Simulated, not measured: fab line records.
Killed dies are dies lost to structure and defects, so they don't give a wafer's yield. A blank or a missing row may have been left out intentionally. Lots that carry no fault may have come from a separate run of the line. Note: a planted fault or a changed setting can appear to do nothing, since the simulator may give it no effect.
fab line records | flow n5Finfet | part 2 of 2: steps 27 to 31 of 31
[record] lots = 5 | wafers = 15 | lastDay = 17
route steps=1938 shown BEOL_M5@1184 BEOL_M6@1194
lots that met no fault: from a run of the same line without faults
startH: hours from the record's opening day to when the first of the lot's shown wafers began | waitH: time in hours since the lot's previous step | " repeats the value in the row above | L1.1+2: a row that stands for several wafers | - no value, or no start given | * or withheld: withheld | < > ~ a bound
route shown NAME@n: a module of which the file shows steps, and the number in the route of the first | usual: the fault-free wafers' mean and standard deviation | same: alike in all rows | chamber/n: place in a boat | sites: per-site readings | _std_site: standard deviation of those values | _edge_site: outer sites' mean less inner sites' | radiusMm: for every site, how far away it sits from the centre of the wafer | mask NAME#n: copy n | behind: the most recent tool/chamber to have shaped the wafer | hold: what put the lot on hold/how long, in hours/how the hold closed | device: whichever transistor did not switch (one of n, p or np) | end of line: the same wafers' tests at the end of the route | where a step has no rows: the recipe by itself | killed: count of dies lost to structure and defects at first sort (not the wafer's yield) | map: dies across one wafer; x = killed, . = not, _ = none there
set.NAME: setting as actually run; set.NAME@STEP: the setting as run at that earlier step | model.NAME: the simulator's own value behind a step, which no gauge read
lots seen at some steps along the route; tables by step, rows by wafer
services: a tool's chamber out of use, with start hour (startH, from the record's first day; less than 0 if before it), hours out, and reason
[[steps]]
[step N5_BEOL_M6_DESCUM_16]
[recipe] chemistry = O2 | timeS = 7.9 | sourcePowerW = 50 | biasPowerW = 20 | pressureMtorr = 20 | rfFrequencyHz = 2.712e+07 | tempC = 40 | resist = CAR-ArF | o2FlowSccm = 225
[usual] drypumpMotorCurrentA = 5.6/0.55 | oesProductAu = 0.81/0.098 | rfFwdPowerW = 49.39/0.2 | rfVppV = 242.9/1.2 | showerheadPlenumPTorr = 2.08/0.068 | throttleValvePct = 20.37/0.28
lot.wafer | tool       | chamber | startH | waitH | drypumpMotorCurrentA | oesProductAu | rfFwdPowerW | rfHoursCounterH | rfVppV | showerheadPlenumPTorr | throttleValvePct
L079.2    | rieDiel-01 | 0       | 232.74 | 0.2   | 4.9                  | 0.79         | 49.54       | 128             | 242.1  | 2.03                  | 20.63
L079.5    | "          | 2       | "      | "     | 6.4                  | 0.82         | 49.73       | -               | 243.1  | 2.12                  | 20.00
L079.6    | "          | 3       | "      | "     | 5.2                  | 0.95         | 49.38       | -               | 243.0  | 2.04                  | 20.14
L082.1    | rieDiel-05 | 2       | 239.00 | 0.2   | 5.5                  | 0.95         | 49.33       | 7               | 245.0  | 2.14                  | 20.04
L082.2    | "          | 3       | "      | "     | 6.1                  | 0.70         | 49.26       | 223             | 244.6  | 2.14                  | 20.68
L082.3    | "          | 0       | "      | "     | 6.1                  | 0.86         | 49.26       | 63              | 243.4  | 2.05                  | 20.17
L087.2    | rieDiel-06 | 0       | 265.32 | 0.9   | 5.6                  | 0.75         | 49.32       | 190             | 243.8  | 2.08                  | 20.43
L087.4    | "          | 1       | "      | "     | 4.9                  | 0.73         | 49.25       | -               | 240.8  | 2.01                  | 20.88
L087.5    | "          | 2       | "      | "     | 6.6                  | 0.97         | 49.95       | -               | 245.2  | 2.22                  | 20.09
L090.2    | rieDiel-05 | 1       | 292.85 | 0.2   | 5.8                  | 0.94         | 49.42       | 17              | 243.6  | 2.05                  | 20.18
L090.4    | "          | 0       | "      | "     | 6.1                  | 0.84         | 49.42       | 76              | 242.4  | 2.04                  | 20.17
L090.6    | "          | 1       | "      | "     | 5.9                  | 0.94         | 49.74       | -               | 242.0  | 2.05                  | 20.17
L093.1    | rieDiel-01 | 2       | 302.06 | 0.0   | 6.4                  | 0.79         | 49.49       | 111             | 244.1  | 2.11                  | 20.04
L093.4    | "          | 3       | "      | "     | 5.2                  | 0.89         | 49.23       | 35              | 242.7  | 2.04                  | 20.17
L093.6    | "          | 1       | "      | "     | 5.1                  | 0.70         | 49.22       | -               | 243.5  | 2.05                  | 20.34
[step N5_BEOL_M6_ETCH_61]
[recipe] chemistry = CF4 | target = SiARC | targetDepthA = 455 | maskMaterial = CAR-ArF | timeS = 75.8 | ionEnergyEv = 80 | pressureMtorr = 40 | sourceW = 545 | biasW = 36 | Ar_flow_sccm = 100 | cf4FlowSccm = 100 | ends = cleared
[usual] drypumpMotorCurrentA = 5.6/0.54 | etchRfOnTimeS = 75.8/1.2 | oesProductAu = 0.69/0.081 | rfFwdPowerW = 539.5/2.1 | rfVppV = 183.9/1.1 | showerheadPlenumPTorr = 2.13/0.068 | throttleValvePct = 15.6/0.31
lot.wafer | tool       | chamber | startH | waitH | drypumpMotorCurrentA | etchRfOnTimeS | oesProductAu | rfFwdPowerW | rfHoursCounterH | rfVppV | showerheadPlenumPTorr | throttleValvePct
L079.2    | rieDiel-01 | 0       | 232.78 | 0.0   | 4.9                  | 75.9          | 0.67         | 540.6       | 128             | 183.3  | 2.07                  | 15.7
L079.5    | "          | 2       | "      | "     | 6.4                  | 72.0          | 0.71         | 538.4       | -               | 185.2  | 2.17                  | 15.3
L079.6    | "          | 3       | "      | "     | 5.3                  | 76.4          | 0.81         | 538.1       | -               | 184.2  | 2.09                  | 15.3
L082.1    | rieDiel-05 | 2       | 239.04 | 0.0   | 5.5                  | 74.0          | 0.82         | 541.3       | 7               | 184.3  | 2.18                  | 15.1
L082.2    | "          | 3       | "      | "     | 6.1                  | 75.2          | 0.60         | 539.5       | 223             | 185.1  | 2.19                  | 16.0
L082.3    | "          | 0       | "      | "     | 6.1                  | 75.5          | 0.73         | 541.4       | 63              | 182.6  | 2.10                  | 15.3
L087.2    | rieDiel-06 | 0       | 265.35 | 0.0   | 5.6                  | 75.1          | 0.64         | 541.8       | 190             | 182.4  | 2.14                  | 15.7
L087.4    | "          | 1       | "      | "     | 4.9                  | 74.7          | 0.63         | 539.8       | -               | 183.2  | 2.06                  | 16.0
L087.5    | "          | 2       | "      | "     | 6.6                  | 75.1          | 0.81         | 542.5       | -               | 186.6  | 2.28                  | 15.3
L090.2    | rieDiel-05 | 1       | 292.89 | 0.0   | 5.8                  | 76.3          | 0.80         | 535.4       | 17              | 184.7  | 2.10                  | 15.3
L090.4    | "          | 0       | "      | "     | 6.1                  | 76.6          | 0.71         | 535.5       | 76              | 183.8  | 2.09                  | 15.3
L090.6    | "          | 1       | "      | "     | 5.8                  | 76.8          | 0.79         | 535.8       | -               | 183.8  | 2.10                  | 15.3
L093.1    | rieDiel-01 | 2       | 302.10 | 0.0   | 6.5                  | 73.4          | 0.68         | 538.7       | 111             | 183.5  | 2.16                  | 15.3
L093.4    | "          | 3       | "      | "     | 5.2                  | 77.5          | 0.75         | 538.2       | 35              | 184.3  | 2.08                  | 15.3
L093.6    | "          | 1       | "      | "     | 5.1                  | 76.1          | 0.60         | 537.2       | -               | 184.7  | 2.12                  | 15.6
[step N5_BEOL_M6_ETCH_62]
[recipe] chemistry = N2/H2 | target = SOC | targetDepthA = 1100 | overetchA = 220 | maskMaterial = SiARC | tempC = 40 | timeS = 165 | ionEnergyEv = 200 | pressureMtorr = 30 | sourceW = 840 | biasW = 150 | n2FlowSccm = 200 | h2FlowSccm = 200
[usual] drypumpMotorCurrentA = 5.6/0.55 | n2FlowSccm = 200.1/0.57 | oesProductAu = 0.68/0.079 | rfFwdPowerW = 837.6/2.2 | rfVppV = 523.5/2.6 | showerheadPlenumPTorr = 2.53/0.089 | throttleValvePct = 17.81/0.29
lot.wafer | tool       | chamber | startH | waitH | drypumpMotorCurrentA | n2FlowSccm | oesProductAu | rfFwdPowerW | rfHoursCounterH | rfVppV | showerheadPlenumPTorr | throttleValvePct
L079.2    | rieDiel-01 | 0       | 232.83 | 0.0   | 4.9                  | 199.5      | 0.67         | 839.2       | 128             | 521.7  | 2.45                  | 17.93
L079.5    | "          | 2       | "      | "     | 6.4                  | 199.6      | 0.69         | 837.6       | -               | 525.0  | 2.56                  | 17.29
L079.6    | "          | 3       | "      | "     | 5.2                  | 199.4      | 0.81         | 836.1       | -               | 521.8  | 2.51                  | 17.69
L082.1    | rieDiel-05 | 2       | 239.09 | 0.0   | 5.5                  | 200.4      | 0.80         | 833.3       | 7               | 525.4  | 2.61                  | 17.52
L082.2    | "          | 3       | "      | "     | 6.1                  | 200.4      | 0.60         | 837.2       | 223             | 528.1  | 2.61                  | 18.18
L082.3    | "          | 0       | "      | "     | 6.2                  | 199.4      | 0.72         | 838.7       | 63              | 523.8  | 2.48                  | 17.53
L087.2    | rieDiel-06 | 0       | 265.41 | 0.0   | 5.6                  | 200.8      | 0.63         | 834.1       | 190             | 524.6  | 2.52                  | 17.79
L087.4    | "          | 1       | "      | "     | 4.9                  | 199.3      | 0.61         | 839.4       | -               | 522.2  | 2.43                  | 18.13
L087.5    | "          | 2       | "      | "     | 6.6                  | 200.4      | 0.80         | 840.9       | -               | 526.2  | 2.71                  | 17.56
L090.2    | rieDiel-05 | 1       | 292.94 | 0.0   | 5.8                  | 200.7      | 0.79         | 841.1       | 17              | 523.2  | 2.49                  | 17.53
L090.4    | "          | 0       | "      | "     | 6.1                  | 200.0      | 0.71         | 838.4       | 76              | 522.7  | 2.47                  | 17.57
L090.6    | "          | 1       | "      | "     | 5.8                  | 199.7      | 0.79         | 836.9       | -               | 522.2  | 2.49                  | 17.51
L093.1    | rieDiel-01 | 2       | 302.15 | 0.0   | 6.5                  | 200.6      | 0.66         | 837.6       | 111             | 524.0  | 2.55                  | 17.31
L093.4    | "          | 3       | "      | "     | 5.2                  | 199.9      | 0.76         | 837.9       | 35              | 521.0  | 2.50                  | 17.73
L093.6    | "          | 1       | "      | "     | 5.1                  | 200.0      | 0.60         | 837.2       | -               | 522.3  | 2.52                  | 17.87
[step N5_BEOL_M6_STRIP_68]
[recipe] chemistry = N2/H2 | tempC = 40 | n2FlowSccm = 200 | h2FlowSccm = 200 | rfFrequencyHz = 6e+07
lot.wafer  | tool       | chamber | startH | waitH
L079.2+5+6 | rieDiel-01 | 0,2,3   | 232.97 | 0.1
L082.1+2+3 | rieDiel-05 | 2,3,0   | 239.23 | 0.1
L087.2+4+5 | rieDiel-06 | 0,1,2   | 265.54 | 0.1
L090.2+4+6 | rieDiel-05 | 1,0,1   | 293.08 | 0.1
L093.1+4+6 | rieDiel-01 | 2,3,1   | 302.29 | 0.1
[step N5_BEOL_M6_STRIP_67]
[recipe] chemistry = CF4 | resist = SiARC | powerW = 300 | biasPowerW = 75 | pressureMtorr = 50 | cf4FlowSccm = 150 | rfFrequencyHz = 6e+07
[usual] drypumpMotorCurrentA = 5.6/0.55 | oesProductAu = 0.81/0.094 | rfVppV = 271.0/1.5 | showerheadPlenumPTorr = 1.78/0.058 | throttleValvePct = 13.5/0.32
lot.wafer | tool       | chamber | startH | waitH | drypumpMotorCurrentA | oesProductAu | rfHoursCounterH | rfVppV | showerheadPlenumPTorr | throttleValvePct
L079.2    | rieDiel-01 | 0       | 232.98 | 0.0   | 4.9                  | 0.78         | 128             | 270.2  | 1.74                  | 13.7
L079.5    | "          | 2       | "      | "     | 6.4                  | 0.82         | -               | 271.5  | 1.81                  | 13.2
L079.6    | "          | 3       | "      | "     | 5.2                  | 0.95         | -               | 270.4  | 1.75                  | 13.2
L082.1    | rieDiel-05 | 2       | 239.24 | 0.0   | 5.5                  | 0.95         | 7               | 272.0  | 1.81                  | 13.0
L082.2    | "          | 3       | "      | "     | 6.1                  | 0.70         | 223             | 272.0  | 1.83                  | 14.0
L082.3    | "          | 0       | "      | "     | 6.1                  | 0.86         | 63              | 269.9  | 1.76                  | 13.3
L087.2    | rieDiel-06 | 0       | 265.55 | 0.0   | 5.6                  | 0.74         | 190             | 271.7  | 1.79                  | 13.7
L087.4    | "          | 1       | "      | "     | 4.9                  | 0.72         | -               | 268.2  | 1.72                  | 14.0
L087.5    | "          | 2       | "      | "     | 6.6                  | 0.94         | -               | 273.1  | 1.91                  | 13.2
L090.2    | rieDiel-05 | 1       | 293.09 | 0.0   | 5.7                  | 0.94         | 17              | 270.8  | 1.76                  | 13.2
L090.4    | "          | 0       | "      | "     | 6.1                  | 0.84         | 76              | 269.6  | 1.75                  | 13.3
L090.6    | "          | 1       | "      | "     | 5.7                  | 0.94         | -               | 270.5  | 1.76                  | 13.3
L093.1    | rieDiel-01 | 2       | 302.30 | 0.0   | 6.4                  | 0.79         | 112             | 272.0  | 1.81                  | 13.3
L093.4    | "          | 3       | "      | "     | 5.2                  | 0.89         | 35              | 269.7  | 1.74                  | 13.3
L093.6    | "          | 1       | "      | "     | 5.0                  | 0.71         | -               | 270.2  | 1.78                  | 13.6
[[services]]
tool           | chamber | startH | hours | kind
arfiScanner-03 | -       | 209.73 | 1.0   | pm
arfiScanner-03 | -       | 210.73 | 1.3   | pm
pecvd-02       | 2       | 212.62 | 8.6   | repair
rieDiel-05     | -       | 220.37 | 0.1   | repair
arfiScanner-03 | -       | 226.80 | 4.9   | pm
cmp-04         | -       | 227.87 | 4.1   | pm
arfiScanner-02 | -       | 232.23 | 1.3   | pm
cmp-01         | -       | 240.40 | 0.8   | repair
cmp-03         | -       | 240.84 | 7.0   | pm
pecvd-03       | 1       | 241.93 | 22.3  | repair
rieDiel-05     | -       | 242.12 | 2.8   | pm
cmp-04         | -       | 249.13 | 2.6   | repair
arfiScanner-03 | -       | 249.26 | 2.4   | repair
rieDiel-05     | 0       | 249.32 | 13.7  | repair
arfiScanner-02 | -       | 254.51 | 3.9   | pm
uvCure-03      | -       | 256.83 | 2.1   | pm
cmp-01         | -       | 262.66 | 2.6   | repair
cvdCo-02       | -       | 265.01 | 0.8   | repair
rieDiel-01     | 1       | 266.36 | 5.0   | repair
cmp-01         | -       | 269.90 | 1.7   | repair
arfiScanner-03 | -       | 275.34 | 1.0   | repair
cvdCo-01       | 0       | 277.40 | 5.5   | repair
pecvd-02       | 0       | 279.07 | 4.1   | repair
cmp-03         | -       | 279.49 | 4.0   | pm
